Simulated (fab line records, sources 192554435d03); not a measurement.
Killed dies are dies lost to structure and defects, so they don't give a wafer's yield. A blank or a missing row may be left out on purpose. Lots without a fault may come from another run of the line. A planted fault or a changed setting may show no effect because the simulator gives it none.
Chamber matching | flow n5_finfet | N5_BEOL_M5_STRIP_36 on rie_diel-03: 4 sister chambers
The step strips in N2/H2. 8 wafers are shown with their chamber, then 8 later ones without.

WAFERS WITH THEIR CHAMBER
wafer  | chamber | showerhead_plenum_p_Torr (Torr) | drypump_motor_current_A (A)
L074.2 | 3       | 2.67                            | 5.8
L076.2 | 3       | 2.67                            | 5.9
L079.3 | 0       | 2.51                            | 5.3
L079.4 | 2       | 2.65                            | 6.5
L078.1 | 1       | 2.52                            | 5.2
L078.5 | 1       | 2.53                            | 5.2
L078.6 | 2       | 2.65                            | 6.4
L085.2 | 0       | 2.51                            | 5.3

WAFERS WITHOUT THEIR CHAMBER
wafer  | showerhead_plenum_p_Torr (Torr) | drypump_motor_current_A (A)
L085.3 | 2.66                            | 5.8
L085.4 | 2.52                            | 5.2
L088.3 | 2.64                            | 6.5
L088.5 | 2.64                            | 6.4
L088.6 | 2.66                            | 5.9
L095.1 | 2.50                            | 5.3
L095.3 | 2.65                            | 5.8
L095.4 | 2.51                            | 5.2

WHICH CHAMBER EACH WENT THROUGH
wafer  | from the rows above | in truth
L085.3 | 3                   | 3
L085.4 | 1                   | 1
L088.3 | 2                   | 2
L088.5 | 2                   | 2
L088.6 | 3                   | 3
L095.1 | 0                   | 0
L095.3 | 3                   | 3
L095.4 | 0                   | 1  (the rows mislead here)
Placed correctly: 7 of 8. Can't be placed from these rows: 0. Placed wrongly: 1.
How it was worked out, from the rows above alone: a wafer's distance from a chamber is the root of the sum, over the readings, of the square of ((its reading less the chamber's mean) divided by the reading's scatter). The wafer belongs to the nearest chamber; if the next one is less than 2 further off, it can't be placed. A chamber's mean is the mean of its shown wafers. The scatter: the root of (the sum of the squares of (reading less its chamber's mean) over the shown wafers, divided by (wafers less chambers)).
